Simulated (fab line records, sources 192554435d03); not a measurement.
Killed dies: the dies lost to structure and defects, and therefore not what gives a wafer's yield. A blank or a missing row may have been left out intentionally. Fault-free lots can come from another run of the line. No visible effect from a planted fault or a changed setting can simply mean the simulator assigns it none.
Split-lot experiment	flow n5Finfet	on a route of 1938 steps: 7 lots, 21 wafers read

## SPLIT DETAILS
At N5_FIN_CUT_EXPOSE_05 (exposes mask FIN CUT), the setting doseMj was moved away from the recipe's 45.75 on 6 of the 21 wafers read, by -7.1% to +3.7%. For the rest of the wafers, this setting stayed at what the recipe calls for.

## FROM THE SPLIT TO THE READING: what the file shows between them, 2 steps
- N5_FIN_CUT_PEB_06: peb time 60 s
- N5_FIN_CUT_DEVELOP_07: develop time 30 s

## THE READING
Shown in nm: cdNm at N5_FIN_CUT_CD_MEAS_08, with target cd 29.1 nm. Typical for fault-free wafers on this fab line: 29.06 nm, with standard deviation 0.27 nm.

wafer	tool, chamber at the split	doseMj as run	against the recipe	cdNm, nm	against lot-mates on the recipe
L076.1	euvScanner-01, 0	45.75	recipe	28.90	-
L076.3	euvScanner-01, 0	45.75	recipe	28.89	-
L076.5	euvScanner-01, 0	45.75	recipe	28.97	-
L077.2	euvScanner-01, 0	45.75	recipe	29.17	-
L077.3	euvScanner-01, 0	42.48	-7.1%	27.55	-1.35
L077.4	euvScanner-01, 0	45.75	recipe	28.63	-
L080.1	euvScanner-01, 0	42.89	-6.3%	27.61	-1.54
L080.3	euvScanner-01, 0	45.75	recipe	29.15	-
L080.6	euvScanner-01, 0	42.89	-6.3%	28.06	-1.09
L085.1	euvScanner-02, 0	43.86	-4.1%	28.31	-0.80
L085.3	euvScanner-02, 0	45.75	recipe	28.88	-
L085.6	euvScanner-02, 0	45.75	recipe	29.34	-
L088.2	euvScanner-02, 0	45.75	recipe	28.89	-
L088.4	euvScanner-02, 0	47.46	+3.7%	29.30	+0.29
L088.6	euvScanner-02, 0	45.75	recipe	29.12	-
L093.3	euvScanner-02, 0	45.75	recipe	29.48	-
L093.4	euvScanner-02, 0	45.75	recipe	29.21	-
L093.6	euvScanner-02, 0	43.38	-5.2%	28.47	-0.88
L095.1	euvScanner-02, 0	45.75	recipe	29.20	-
L095.2	euvScanner-02, 0	45.75	recipe	29.32	-
L095.4	euvScanner-02, 0	45.75	recipe	29.01	-

THE FIT
A straight line over all 21 wafers: cdNm changes by +0.175 nm for each +1% of doseMj; r = +0.90; the points scatter about the line by 0.25 nm.
The same after taking each lot's own level away (the mean of its wafers on the recipe; 21 wafers): +0.182 nm for each +1%; r = +0.94; scatter 0.19 nm.
According to that fit, moving doseMj by its largest amount changes the reading by 1.3 nm.
The span of the lots' own levels, 28.900 to 29.345 nm, comes to 1.6 times the standard deviation stated above.
Consequently the slope shifts little with the lot-to-lot level, the two slopes agreeing.
Check: for one of the wafers moved furthest among these (-7.1%), held out of the fit, the line's prediction against its lot-mates is -1.34 nm. It came out at -1.35 nm against them.

## THESE WAFERS: OTHER SPLITS
These wafers also went through other splits before the reading. Each is held against what the fit with the lots' levels taken away leaves over:
other split on the same wafers	wafers away from the commonest value	r with cdNm (lot level and that fit taken away)
N5_ZERO_LAYER_ETCH_18 icpW	9	-0.40
N5_WELL_APT_COAT_02 spinRpm	11	+0.00
N5_FIN_CUT_COAT_19 spinRpm	6	+0.22

## THE WHOLE CHAIN: every reading that the file lists as answering this split, in the file's order
step	what it does	reading	change (the file's fit)	r (the file's)
N5_FIN_CUT_CD_MEAS_08	target cd 29.1 nm	cdNm	+0.181 nm for each +1% of the setting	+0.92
N5_FIN_CUT_ETCH_30	etches underlayer in N2/H2, target depth 13 nm, time 10.4 s	FIN_CUT.cdOffsetNm (the simulator's own value, which no gauge read)	+0.178 nm for each +1% of the setting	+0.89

## THE FILE'S OWN FIT
cdNm changes by +0.181 nm for each +1% of doseMj, r = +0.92.
